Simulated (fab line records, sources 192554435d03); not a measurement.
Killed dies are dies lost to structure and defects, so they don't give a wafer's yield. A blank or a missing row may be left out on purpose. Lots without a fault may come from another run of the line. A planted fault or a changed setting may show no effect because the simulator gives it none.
fab line records | flow n5_finfet
record lots=9 wafers=27 last_day=18
route steps=1938 shown DUMMY_GATE@243 SPACER0@260 SD_EPI_N@264 BEOL_M4@1111 PASSIVATION@1936
lots that met no fault: from a run of the same line without faults
start_h: hours from the record's first day to the start of the lot's first wafer shown | wait_h: hours since the lot's step before | " the same as in the row above | L1.1+2: a row that stands for several wafers | - no value, or no start given | * or withheld: withheld | < > ~ a bound
route shown NAME@n: a module of which the file shows steps, and the number in the route of the first | usual: mean/standard deviation of fault-free wafers | same: alike in all rows | chamber/n: place in a boat | sites: the reading at each site | _std_site: their standard deviation | _edge_site: outer sites' mean less inner sites' | radius_mm: how far each site lies from the wafer's centre | mask NAME#n: copy n | behind: the tool/chamber that last shaped the wafer | hold: why the lot was held/for how many hours/how that ended | device: the transistor (n, p or np) that didn't switch | end of line: the same wafers' tests at the end of the route | a step without rows: its recipe alone | killed: dies lost to structure and defects at the first sort, not the wafer's yield | map: a wafer's dies, x killed, . not, _ none there
set.NAME: the setting as run; set.NAME@STEP: as run at that earlier step | model.NAME: the simulator's own value behind a step, which no gauge read
steps of the route over a sample of lots; a table a step, a row a wafer
services: from which hour (start_h, from the record's first day; less than 0 if before it) a tool's chamber was out of use, for how many hours, and why
## steps
# step N5_DUMMY_GATE_ETCH_31
# recipe chemistry=C4F6/O2 target=SiO2 mask_material=SOC target_depth_a=825 time_s=27.5 ion_energy_ev=250 pressure_mtorr=30 source_w=345 bias_w=185 Ar_flow_sccm=300 C4F6_flow_sccm=10 O2_flow_sccm=10
# usual drypump_motor_current_A=5.8/0.47 oes_product_au=0.78/0.081 rf_vpp_V=668/12 showerhead_plenum_p_Torr=2.89/0.07 throttle_valve_pct=21.1/0.34
# columns lot.wafer tool chamber start_h wait_h drypump_motor_current_A oes_product_au rf_hours_counter_h rf_vpp_V showerhead_plenum_p_Torr throttle_valve_pct
L708.2 rie_diel-02 0 60.42 0.0 5.1 0.72 158 673 2.84 21.5
L708.3 " 1 " " 5.4 0.92 21 661 2.89 20.7
L708.6 " 1 " " 5.4 0.92 - 662 2.89 20.7
L710.1 rie_diel-04 2 77.55 0.1 5.8 0.76 120 684 2.98 21.5
L710.2 " 0 " " 5.6 0.75 151 671 2.86 21.6
L710.6 " 3 " " 5.7 0.71 - 664 2.90 20.8
L716.1 rie_diel-04 2 106.92 0.0 5.7 0.76 130 685 2.98 21.5
L716.2 " 3 " " 5.7 0.72 229 662 2.90 20.8
L716.5 " 3 " " 5.7 0.71 - 661 2.90 20.8
L718.1 rie_diel-04 1 119.83 0.0 6.3 0.75 170 681 2.95 20.8
L718.2 " 3 " " 5.8 0.70 233 661 2.90 20.8
L718.5 " 3 " " 5.8 0.71 - 661 2.90 20.8
L722.1 rie_diel-02 3 152.39 0.0 6.6 0.94 20 674 3.02 21.0
L722.2 " 0 " " 5.1 0.71 190 672 2.83 21.5
L722.6 " 0 " " 5.1 0.71 - 673 2.83 21.5
L724.1 rie_diel-04 1 160.51 0.2 6.3 0.74 182 682 2.94 20.8
L724.2 " 2 " " 5.8 0.75 145 683 2.97 21.6
L724.4 " 0 " " 5.6 0.73 176 670 2.85 21.6
L725.1 rie_diel-02 1 165.51 0.0 5.4 0.86 58 660 2.88 20.8
L725.3 " 3 " " 6.5 0.93 26 674 3.02 21.1
L725.4 " 2 " " 6.7 0.92 18 680 2.90 20.6
L727.2 rie_diel-03 0 173.55 0.0 5.9 0.75 159 661 2.85 21.2
L727.4 " 2 " " 5.0 0.79 101 656 2.86 21.2
L727.5 " 0 " " 5.9 0.75 - 663 2.85 21.2
L729.1 rie_diel-02 0 185.85 0.0 5.1 0.69 201 671 2.83 21.6
L729.4 " 1 " " 5.4 0.83 64 659 2.87 20.7
L729.6 " 1 " " 5.4 0.83 - 661 2.87 20.8
# step N5_DUMMY_GATE_HM_OPEN_21
# recipe chemistry=CH3F/O2 target=SiNx target_depth_a=1200 Ar_flow_sccm=150 CH3F_flow_sccm=30 O2_flow_sccm=23 time_s=171.4 pressure_mtorr=30 source_w=395 bias_w=73 ion_energy_ev=120.7
# usual drypump_motor_current_A=5.8/0.47 oes_product_au=0.78/0.08 rf_vpp_V=300/5.6 showerhead_plenum_p_Torr=2.06/0.052 throttle_valve_pct=16.4/0.31
# columns lot.wafer tool chamber start_h wait_h drypump_motor_current_A oes_product_au rf_hours_counter_h rf_vpp_V showerhead_plenum_p_Torr throttle_valve_pct
L708.2 rie_diel-02 0 60.50 0.0 5.1 0.73 158 301 2.02 16.8
L708.3 " 1 " " 5.4 0.91 21 298 2.06 16.0
L708.6 " 1 " " 5.4 0.92 - 298 2.06 16.0
L710.1 rie_diel-04 2 77.64 0.0 5.7 0.77 120 306 2.12 16.8
L710.2 " 0 " " 5.6 0.75 151 300 2.03 16.8
L710.6 " 3 " " 5.7 0.72 - 298 2.07 16.2
L716.1 rie_diel-04 2 107.01 0.0 5.7 0.75 130 307 2.12 16.8
L716.2 " 3 " " 5.8 0.71 229 299 2.06 16.2
L716.5 " 3 " " 5.7 0.70 - 297 2.06 16.2
L718.1 rie_diel-04 1 119.92 0.0 6.3 0.74 170 306 2.09 16.2
L718.2 " 3 " " 5.7 0.71 233 298 2.06 16.2
L718.5 " 3 " " 5.7 0.70 - 298 2.06 16.2
L722.1 rie_diel-02 3 152.48 0.0 6.6 0.93 20 305 2.15 16.3
L722.2 " 0 " " 5.1 0.70 190 300 2.01 16.8
L722.6 " 0 " " 5.2 0.70 - 301 2.01 16.8
L724.1 rie_diel-04 1 160.60 0.0 6.3 0.74 182 306 2.09 16.2
L724.2 " 2 " " 5.7 0.74 145 307 2.11 16.8
L724.4 " 0 " " 5.6 0.73 176 301 2.02 16.9
L725.1 rie_diel-02 1 165.59 0.0 5.4 0.85 58 298 2.04 16.1
L725.3 " 3 " " 6.6 0.92 26 304 2.15 16.3
L725.4 " 2 " " 6.6 0.92 19 307 2.06 15.9
L727.2 rie_diel-03 0 173.64 0.0 5.9 0.76 159 297 2.02 16.5
L727.4 " 2 " " 5.1 0.78 101 295 2.04 16.6
L727.5 " 0 " " 5.9 0.75 - 297 2.02 16.5
L729.1 rie_diel-02 0 185.93 0.0 5.1 0.69 201 303 2.00 16.9
L729.4 " 1 " " 5.4 0.85 64 297 2.04 16.1
L729.6 " 1 " " 5.4 0.83 - 297 2.04 16.1
# step N5_SPACER0_ALD_08
# recipe material=SiNx target_thk_a=20 temp_c=400 ald_precursor_family=SiH2I2 ald_co_reactant=N2/H2-plasma pressure_torr=2
# usual heater_power_outer_w=524/59 heater_power_w=842/94
# columns lot.wafer tool chamber start_h wait_h heater_power_outer_w heater_power_w
L708.2 ald_sin-01 2 61.82 0.1 563 926
L708.3 " 3 " " 522 796
L708.6 " 3 " " 533 778
L710.1 ald_sin-03 1 78.73 0.1 448 731
L710.2 " 0 " " 571 916
L710.6 " 2 " " 502 787
L716.1 ald_sin-04 0 108.10 0.1 602 918
L716.2 " 2 " " 647 1016
L716.5 " 3 " " 631 997
L718.1 ald_sin-03 0 121.01 0.1 582 905
L718.2 " 3 " " 475 819
L718.5 " 3 " " 486 828
L722.1 ald_sin-01 1 153.81 0.1 469 700
L722.2 " 3 " " 536 789
L722.6 " 3 " " 533 792
L724.1 ald_sin-03 2 161.76 0.1 509 774
L724.2 " 1 " " 451 736
L724.4 " 0 " " 580 945
L725.1 ald_sin-03 1 166.69 0.1 439 722
L725.3 " 3 " " 486 843
L725.4 " 0 " " 574 929
L727.2 ald_sin-04 2 175.43 0.1 642 1026
L727.4 " 1 " " 450 793
L727.5 " 0 " " 612 919
L729.1 ald_sin-03 3 187.54 0.1 486 810
L729.4 " 2 " " 498 792
L729.6 " 3 " " 494 830
# step N5_SD_EPI_N_COAT_03
# recipe resist=CAR-ArF-block spin_rpm=1500 resist_thk_nm=150
# usual exhaust_pa=45.1/0.93 spin_speed_rpm=1500.0/0.92
# columns lot.wafer tool chamber start_h wait_h exhaust_pa spin_speed_rpm
L708.2 litho_track-05 0 62.01 - 45.3 1498.6
L708.3 " 0 " " 45.1 1501.0
L708.6 " 0 " " 46.5 1501.5
L710.1 litho_track-05 0 78.94 - 46.4 1501.3
L710.2 " 0 " " 46.0 1502.1
L710.6 " 0 " " 46.9 1501.7
L716.1 litho_track-01 0 108.29 - 44.6 1500.3
L716.2 " 0 " " 44.2 1500.1
L716.5 " 0 " " 43.8 1499.5
L718.1 litho_track-05 0 121.21 - 45.2 1500.4
L718.2 " 0 " " 43.9 1501.9
L718.5 " 0 " " 43.2 1499.4
L722.1 litho_track-05 0 154.00 - 46.4 1421.6
L722.2 " 0 " " 46.0 1420.9
L722.6 " 0 " " 45.1 1419.7
L724.1 litho_track-05 0 161.96 - 43.4 1421.1
L724.2 " 0 " " 45.2 1420.6
L724.4 " 0 " " 44.5 1420.8
L725.1 litho_track-04 0 166.88 - 43.4 1498.7
L725.3 " 0 " " 44.7 1499.7
L725.4 " 0 " " 45.1 1499.3
L727.2 litho_track-04 0 175.63 - 44.8 1498.7
L727.4 " 0 " " 44.1 1499.1
L727.5 " 0 " " 44.6 1498.8
L729.1 litho_track-04 0 187.73 - 45.1 1500.8
L729.4 " 0 " " 45.6 1500.3
L729.6 " 0 " " 46.2 1500.9
# step N5_BEOL_M4_RC_MEAS_101
# usual DIBL_N=35.9/1.4 DIBL_P=35.9/1.7 IOFF_N=0.160/0.026 IOFF_P=0.21/0.036 ION_N=672/11 ION_P=461/8.1 SS_N=71.4/0.54 SS_P=73.2/0.67 VT_N=249.3/2.7 VT_P=-250/3.9
# columns lot.wafer tool chamber start_h wait_h DIBL_N[mV/V] DIBL_P[mV/V] IOFF_N[nA/um] IOFF_P[nA/um] ION_N[uA/um] ION_P[uA/um] SS_N[mV/dec] SS_P[mV/dec] VT_N[mV] VT_P[mV]
L708.2 prober-01 0 192.44 0.2 34.8 34.6 0.127 0.20 660 460 71.4 71.7 253.8 -248
L708.3 " 0 " " 36.4 37.3 0.172 0.26 683 474 71.5 73.3 250.2 -246
L708.6 " 0 " " 32.5 32.9 0.114 0.19 669 470 70.7 72.3 250.5 -247
L710.1 prober-02 0 204.42 0.0 37.0 38.7 0.187 0.24 680 455 72.2 74.2 246.1 -249
L710.2 " 0 " " 35.1 36.5 0.160 0.20 680 468 71.6 73.1 248.8 -253
L710.6 " 0 " " 34.3 35.6 0.139 0.18 673 459 71.5 73.1 249.6 -255
L716.1 prober-02 0 230.17 0.0 35.7 35.9 0.157 0.21 667 456 71.3 73.0 250.1 -247
L716.2 " 0 " " 34.4 34.8 0.137 0.20 666 463 70.3 73.0 248.8 -248
L716.5 " 0 " " 33.6 33.0 0.122 0.17 648 452 71.2 71.8 253.3 -251
L718.1 prober-02 0 250.04 0.0 38.3 39.4 0.204 0.25 676 464 72.0 73.9 243.8 -250
L718.2 " 0 " " 35.8 36.3 0.158 0.20 686 466 71.6 72.9 248.7 -250
L718.5 " 0 " " 36.1 36.8 0.169 0.21 687 463 71.7 72.5 245.5 -251
L722.1 prober-01 0 265.84 0.0 36.9 35.9 0.178 0.21 678 461 72.2 73.9 247.4 -249
L722.2 " 0 " " 35.4 34.5 0.158 0.20 664 453 72.0 72.6 249.4 -252
L722.6 " 0 " " 35.4 34.0 0.147 0.18 662 445 71.9 73.1 252.3 -254
L724.1 prober-01 0 276.40 0.0 37.8 38.4 0.207 0.23 679 458 72.8 73.4 246.9 -248
L724.2 " 0 " " 34.7 34.8 0.137 0.18 658 456 71.4 72.3 250.4 -252
L724.4 " 0 " " 37.3 38.4 0.178 0.23 672 459 72.2 74.3 245.6 -248
L725.1 prober-01 0 288.39 0.0 35.5 35.9 0.162 0.25 663 465 72.1 72.7 249.5 -243
L725.3 " 0 " " 37.5 38.4 0.193 0.28 680 472 72.4 74.2 248.3 -244
L725.4 " 0 " " 35.4 35.7 0.156 0.24 667 462 71.2 72.8 249.9 -248
L727.2 prober-02 0 291.75 0.2 40.2 39.1 0.228 0.27 677 468 72.5 74.4 246.0 -248
L727.4 " 0 " " 35.4 34.9 0.132 0.19 672 462 70.7 72.5 252.0 -254
L727.5 " 0 " " 37.4 37.0 0.165 0.22 682 465 71.2 73.3 247.7 -249
L729.1 prober-02 0 316.26 0.0 36.1 36.2 0.149 0.18 665 456 71.0 72.9 252.6 -253
L729.4 " 0 " " 35.0 35.4 0.136 0.17 678 459 70.9 73.7 253.1 -255
L729.6 " 0 " " 38.2 39.4 0.190 0.24 675 462 71.5 74.2 249.5 -248
# step N5_PASSIVATION_PROBE_49
# usual defect_limited_yield=90.9/1.5 killed_at_M0_to_M3=35/10 killed_at_M4_up=14/5.2 killed_at_contacts=13/7.3 killed_at_front_end=42/12 killed_at_other=3.4/2.5 killed_dies=108/18 killed_on_rim=14/4.2 killed_open=70/13 killed_short=35/8 sort_bin_5_function=5.4/1 sort_bin_6_memory=3.4/0.71 sort_bin_8_speed=0.00/0.0099 sort_n_pass=1072/18 sort_yield_pct=90.9/1.5
# same gross_dies=1180 killed_at_back_side=0 sort_bin_4_leakage[%]=0
# columns lot.wafer tool chamber start_h wait_h defect_limited_yield[%] killed_at_M0_to_M3 killed_at_M4_up killed_at_contacts killed_at_front_end killed_at_other killed_dies killed_on_rim killed_open killed_short sort_bin_5_function[%] sort_bin_6_memory[%] sort_bin_8_speed[%] sort_n_pass sort_yield_pct[%]
L708.2 prober-01 - 294.16 0.1 92.0 38 13 6 28 9 94 8 58 28 4.9 2.5 0 1086 92.0
L708.3 prober-01 - 294.21 0.1 92.2 38 13 18 22 1 92 20 60 28 4.5 3.1 0 1088 92.2
L708.6 prober-01 - 294.36 0.3 92.5 32 11 19 25 2 89 11 58 29 4.1 2.9 0 1091 92.5
L710.1 prober-01 - 303.99 0.0 90.7 29 10 11 55 5 110 16 69 36 5.5 3.2 0 1070 90.7
L710.2 prober-01 - 304.04 0.1 93.7 25 6 4 37 2 74 9 51 23 3.6 2.3 0 1106 93.7
L710.6 prober-01 - 304.24 0.3 92.1 32 14 12 31 4 93 13 57 34 4.3 3.1 0 1087 92.1
L716.1 prober-01 - 338.34 0.0 89.5 47 23 16 32 6 124 17 88 36 6.4 3.7 0 1056 89.5
L716.2 prober-01 - 338.39 0.1 90.8 44 13 11 39 2 109 11 69 39 5.5 3.5 0 1071 90.8
L716.5 prober-01 - 338.54 0.2 88.1 39 25 18 58 0 140 11 101 38 7.2 4.5 0 1040 88.1
L718.1 prober-01 - 346.29 0.0 91.2 33 29 7 30 5 104 11 73 22 4.6 3.6 0 1076 91.2
L718.2 prober-01 - 346.34 0.1 89.7 48 23 12 34 4 121 11 67 52 5.8 4.0 0 1059 89.7
L718.5 prober-01 - 346.49 0.2 88.6 36 35 11 42 10 134 19 85 46 7.6 3.2 0 1046 88.6
L722.1 prober-02 - 376.57 0.0 89.1 48 25 11 39 6 129 12 86 43 6.2 4.1 0 1051 89.1
L722.2 prober-02 - 376.62 0.1 90.9 39 14 19 32 3 107 13 77 29 5.3 3.4 0 1073 90.9
L722.6 prober-02 - 376.82 0.3 90.3 53 14 14 32 2 115 12 71 43 5.8 3.3 0 1065 90.3
L724.1 prober-02 - 381.99 0.0 91.2 33 11 10 44 6 104 20 81 22 5.3 3.1 0 1076 91.2
L724.2 prober-02 - 382.04 0.1 92.9 32 10 14 26 2 84 9 58 25 4.6 2.5 0 1096 92.9
L724.4 prober-02 - 382.14 0.2 91.4 30 20 10 40 2 102 11 62 38 5.3 3.2 0 1078 91.4
L727.2 prober-01 - 404.13 0.1 92.3 22 9 13 45 2 91 13 64 26 4.1 3.3 0 1089 92.3
L727.4 prober-01 - 404.23 0.2 93.9 18 14 18 21 1 72 11 47 23 3.5 2.5 0 1108 93.9
L727.5 prober-01 - 404.28 0.2 90.5 24 13 26 48 1 112 13 70 39 5.2 4.0 0 1068 90.5
L725.1 prober-01 - 405.70 0.0 92.4 19 7 10 47 7 90 12 59 26 4.6 2.9 0 1090 92.4
L725.3 prober-01 - 405.80 0.1 93.6 26 11 1 34 3 75 6 45 27 3.8 2.5 0 1105 93.6
L725.4 prober-01 - 405.85 0.2 89.8 37 9 10 64 0 120 12 82 32 6.8 2.9 0 1060 89.8
L729.1 prober-02 - 429.93 0.0 91.4 33 6 12 47 3 101 11 70 31 4.9 3.1 0 1079 91.4
L729.4 prober-02 - 430.08 0.2 90.6 34 12 22 42 1 111 11 72 37 5.2 4.0 0.08 1069 90.6
L729.6 prober-02 - 430.18 0.3 88.5 36 17 42 36 5 136 12 94 41 7.5 3.8 0 1044 88.5
# killed by level:class
L708.2 BEOL_M0_SAQP:geometric_particle:open=9 STI_FIN_REVEAL:geometric_particle:open=7 BEOL_M3:geometric_particle:open=6 PASS1_CAP:geometric_particle:short=6 FIN_SAQP:geometric_particle:open=5 MOL_CONTACT_COAG:geometric_particle:open=5 BEOL_M0:geometric_particle:open=5 BEOL_M1:geometric_particle:open=4
L708.3 MOL_CONTACT_COAG:geometric_particle:open=13 BEOL_M1:geometric_particle:open=9 FIN_SAQP:geometric_particle:open=6 BEOL_M1:geometric_particle:short=5 BEOL_M3:geometric_particle:open=5 MOL_CONTACT_COAG:geometric_particle:short=4 BEOL_M0_SAQP:geometric_particle:short=4 BEOL_M0:geometric_particle:open=4
L708.6 MOL_CONTACT_COAG:geometric_particle:open=17 BEOL_M3:geometric_particle:open=11 FIN_SAQP:geometric_particle:open=9 BEOL_M1:geometric_particle:open=5 BEOL_M0_SAQP:geometric_particle:short=4 BEOL_M1:geometric_particle:short=4 BEOL_M4:geometric_particle:open=4 FIN_SAQP:geometric_particle:short=3
L710.1 FIN_SAQP:geometric_particle:open=11 FIN_SAQP:geometric_particle:short=9 STI_FIN_REVEAL:geometric_particle:open=7 MOL_CONTACT_COAG:geometric_particle:open=6 DUMMY_GATE:geometric_particle:open=5 BEOL_M1:geometric_particle:open=5 BEOL_M2:geometric_particle:open=5 ILD0:geometric_particle:short=4
L710.2 FIN_SAQP:geometric_particle:short=9 FIN_SAQP:geometric_particle:open=8 BEOL_M3:geometric_particle:open=6 BEOL_M0_SAQP:geometric_particle:open=6 BEOL_M2:geometric_particle:open=5 MOL_CONTACT_COAG:geometric_particle:open=4 DUMMY_GATE:geometric_particle:open=3 STARTING-WAFER:geometric_particle:open=3
L710.6 BEOL_M0_SAQP:geometric_particle:open=11 MOL_CONTACT_COAG:geometric_particle:open=10 BEOL_M0_SAQP:geometric_particle:short=10 FIN_SAQP:geometric_particle:short=6 DUMMY_GATE:geometric_particle:open=6 STI_FIN_REVEAL:geometric_particle:open=5 BEOL_M3:geometric_particle:open=5 FIN_SAQP:geometric_particle:open=4
L716.1 FIN_SAQP:geometric_particle:open=13 MOL_CONTACT_COAG:geometric_particle:open=13 BEOL_M2:geometric_particle:short=9 BEOL_M5:geometric_particle:open=8 BEOL_M0_SAQP:geometric_particle:open=8 BEOL_M2:geometric_particle:open=8 BEOL_M1:geometric_particle:open=7 BEOL_M0_SAQP:geometric_particle:short=7
L716.2 FIN_SAQP:geometric_particle:open=12 MOL_CONTACT_COAG:geometric_particle:open=9 BEOL_M3:geometric_particle:open=8 FIN_SAQP:geometric_particle:short=6 BEOL_M0_SAQP:geometric_particle:open=6 BEOL_M0_SAQP:geometric_particle:short=6 BEOL_M3:geometric_particle:short=6 BEOL_M4:geometric_particle:open=6
L716.5 FIN_SAQP:geometric_particle:open=23 FIN_SAQP:geometric_particle:short=15 BEOL_M4:geometric_particle:open=14 MOL_CONTACT_COAG:geometric_particle:open=14 BEOL_M2:geometric_particle:open=9 BEOL_M3:geometric_particle:open=9 BEOL_M0_SAQP:geometric_particle:short=8 STI_FIN_REVEAL:geometric_particle:open=7
L718.1 BEOL_M4:geometric_particle:open=14 STI_FIN_REVEAL:geometric_particle:open=7 BEOL_M1:geometric_particle:open=6 BEOL_M3:geometric_particle:open=6 DUMMY_GATE:geometric_particle:open=5 MOL_CONTACT_COAG:geometric_particle:open=5 BEOL_M0_SAQP:geometric_particle:short=5 BEOL_M2:geometric_particle:open=5
L718.2 BEOL_M3:geometric_particle:open=13 BEOL_M4:geometric_particle:open=12 FIN_SAQP:geometric_particle:short=11 MOL_CONTACT_COAG:geometric_particle:open=8 BEOL_M0_SAQP:geometric_particle:short=7 BEOL_M4:geometric_particle:short=6 BEOL_M0:geometric_particle:short=6 BEOL_M1:geometric_particle:open=6
L718.5 BEOL_M4:geometric_particle:open=24 BEOL_M2:geometric_particle:open=10 PASS1_CAP:geometric_particle:short=8 FIN_SAQP:geometric_particle:short=7 MOL_CONTACT_COAG:geometric_particle:open=7 STI_FIN_REVEAL:geometric_particle:open=7 DUMMY_GATE:geometric_particle:open=7 BEOL_M3:geometric_particle:open=6
L722.1 BEOL_M4:geometric_particle:open=22 BEOL_M0_SAQP:geometric_particle:short=12 BEOL_M1:geometric_particle:open=11 STI_FIN_REVEAL:geometric_particle:open=10 BEOL_M0_SAQP:geometric_particle:open=9 MOL_CONTACT_COAG:geometric_particle:open=7 DUMMY_GATE:geometric_particle:open=5 BEOL_M3:geometric_particle:open=5
L722.2 MOL_CONTACT_COAG:geometric_particle:open=12 BEOL_M4:geometric_particle:open=12 BEOL_M0_SAQP:geometric_particle:open=10 BEOL_M1:geometric_particle:open=9 FIN_SAQP:geometric_particle:open=8 MOL_CONTACT_COAG:geometric_particle:short=6 BEOL_M0_SAQP:geometric_particle:short=6 FIN_SAQP:geometric_particle:short=5
L722.6 BEOL_M0_SAQP:geometric_particle:open=15 BEOL_M0_SAQP:geometric_particle:short=14 MOL_CONTACT_COAG:geometric_particle:open=10 BEOL_M2:geometric_particle:open=9 FIN_SAQP:geometric_particle:open=8 BEOL_M1:geometric_particle:open=6 BEOL_M4:geometric_particle:open=6 FIN_SAQP:geometric_particle:short=5
L724.1 FIN_SAQP:geometric_particle:open=10 MOL_CONTACT_COAG:geometric_particle:open=10 BEOL_M1:geometric_particle:open=9 STI_FIN_REVEAL:geometric_particle:open=8 DUMMY_GATE:geometric_particle:open=6 GATE_CUT:geometric_particle:short=6 BEOL_M0_SAQP:geometric_particle:open=6 BEOL_M2:geometric_particle:open=5
L724.2 MOL_CONTACT_COAG:geometric_particle:open=11 BEOL_M2:geometric_particle:open=8 BEOL_M3:geometric_particle:open=7 FIN_SAQP:geometric_particle:short=5 GATE_CUT:geometric_particle:open=5 BEOL_M0:geometric_particle:open=5 BEOL_M4:geometric_particle:open=5 BEOL_M1:geometric_particle:open=4
L724.4 MOL_CONTACT_COAG:geometric_particle:open=8 GATE_CUT:geometric_particle:short=7 BEOL_M5:geometric_particle:open=6 FIN_SAQP:geometric_particle:short=5 STI_FIN_REVEAL:geometric_particle:open=5 DUMMY_GATE:geometric_particle:open=5 STARTING-WAFER:geometric_particle:short=5 BEOL_M1:geometric_particle:open=4
L727.2 MOL_CONTACT_COAG:geometric_particle:open=11 FIN_SAQP:geometric_particle:open=8 GATE_CUT:geometric_particle:short=7 STI_FIN_REVEAL:geometric_particle:open=6 BEOL_M0_SAQP:geometric_particle:open=6 BEOL_M3:geometric_particle:open=6 ILD0:geometric_particle:open=5 GATE_CUT:geometric_particle:open=5
L727.4 MOL_CONTACT_COAG:geometric_particle:open=12 MOL_CONTACT_COAG:geometric_particle:short=6 STI_FIN_REVEAL:geometric_particle:open=5 BEOL_M2:geometric_particle:open=4 BEOL_M4:geometric_particle:open=4 FIN_SAQP:geometric_particle:short=3 BEOL_M8:geometric_particle:open=3 BEOL_M1:geometric_particle:open=3
L727.5 MOL_CONTACT_COAG:geometric_particle:open=17 STI_FIN_REVEAL:geometric_particle:open=14 MOL_CONTACT_COAG:geometric_particle:short=9 BEOL_M3:geometric_particle:open=9 FIN_SAQP:geometric_particle:short=6 BEOL_M2:geometric_particle:open=6 FIN_SAQP:geometric_particle:open=5 DUMMY_GATE:geometric_particle:short=5
L725.1 DUMMY_GATE:geometric_particle:open=10 STI_FIN_REVEAL:geometric_particle:open=8 BEOL_M3:geometric_particle:open=7 FIN_SAQP:geometric_particle:open=6 MOL_CONTACT_COAG:geometric_particle:open=6 GATE_CUT:geometric_particle:short=5 MOL_CONTACT_COAG:geometric_particle:short=4 STARTING-WAFER:geometric_particle:short=4
L725.3 FIN_SAQP:geometric_particle:open=12 FIN_SAQP:geometric_particle:short=9 BEOL_M2:geometric_particle:open=7 BEOL_M1:geometric_particle:short=5 BEOL_M3:geometric_particle:open=5 BEOL_M4:geometric_particle:open=5 BEOL_M1:geometric_particle:open=3 STARTING-WAFER:geometric_particle:short=3
L725.4 BEOL_M3:geometric_particle:open=13 DUMMY_GATE:geometric_particle:open=11 FIN_SAQP:geometric_particle:short=10 FIN_SAQP:geometric_particle:open=10 MOL_CONTACT_COAG:geometric_particle:open=8 BEOL_M2:geometric_particle:open=7 GATE_CUT:geometric_particle:open=6 FIN_CUT:geometric_particle:open=5
L729.1 STI_FIN_REVEAL:geometric_particle:open=16 BEOL_M0_SAQP:geometric_particle:open=11 BEOL_M0_SAQP:geometric_particle:short=11 MOL_CONTACT_COAG:geometric_particle:open=10 FIN_SAQP:geometric_particle:open=9 BEOL_M3:geometric_particle:open=5 STARTING-WAFER:geometric_particle:open=4 FIN_SAQP:geometric_particle:short=3
L729.4 MOL_CONTACT_COAG:geometric_particle:open=21 FIN_SAQP:geometric_particle:open=10 STI_FIN_REVEAL:geometric_particle:open=10 BEOL_M0_SAQP:geometric_particle:short=9 BEOL_M0:geometric_particle:open=7 BEOL_M0_SAQP:geometric_particle:open=4 STARTING-WAFER:geometric_particle:short=4 FIN_SAQP:geometric_particle:short=3
L729.6 MOL_CONTACT_COAG:geometric_particle:open=38 STI_FIN_REVEAL:geometric_particle:open=13 BEOL_M0_SAQP:geometric_particle:short=11 BEOL_M0_SAQP:geometric_particle:open=8 FIN_SAQP:geometric_particle:open=6 BEOL_M2:geometric_particle:open=5 BEOL_M4:geometric_particle:open=5 FIN_SAQP:geometric_particle:short=4
## services
# columns tool chamber start_h hours kind
ald_sin-03 3 42.21 1.8 repair
ald_sin-03 - 44.84 14.6 pm
rie_diel-02 3 58.62 - clean
rie_diel-02 3 58.62 - consumable_replace:focus_ring
rie_diel-02 3 58.62 - consumable_replace:showerhead
rie_diel-02 3 58.62 28.6 scheduled_down
rie_diel-02 3 58.62 28.6 vent_cycle
ald_sin-04 1 63.88 16.2 repair
rie_diel-02 2 87.28 - clean
rie_diel-02 2 87.28 - consumable_replace:focus_ring
rie_diel-02 2 87.28 19.8 scheduled_down
rie_diel-02 2 87.28 19.8 vent_cycle
ald_sin-01 - 93.35 1.7 repair
litho_track-04 - 98.93 - consumable_replace:filter
ald_sin-03 2 102.83 8.4 repair
litho_track-05 - 124.73 - consumable_replace:filter
rie_diel-03 - 163.99 0.5 repair
litho_track-05 - 173.90 - consumable_replace:filter
rie_diel-03 2 175.88 5.3 repair
ald_sin-04 - 176.75 14.0 pm
rie_diel-04 3 179.20 - clean
rie_diel-04 3 179.20 - consumable_replace:focus_ring
rie_diel-04 3 179.20 17.8 scheduled_down
rie_diel-04 3 179.20 17.8 vent_cycle
## key
first_sign step=N5_SD_EPI_N_COAT_03 reading=spin_speed_rpm direction=down sigmas=86 usual=* struck=*
effect none on later readings
met_at N5_SD_EPI_N_COAT_03
struck_lots L722,L724
not_acting_at N5_DUMMY_GATE_ETCH_31,N5_DUMMY_GATE_HM_OPEN_21,N5_SPACER0_ALD_08
onset_between 121.21 154.00
fault kind=process_parameter_drift tool=litho_track-05 chamber=- onset_h=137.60 steps=N5_SD_EPI_N_COAT_03 channel=spin_rpm offset=* shape=step end_h=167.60 acts_in=* stated=*
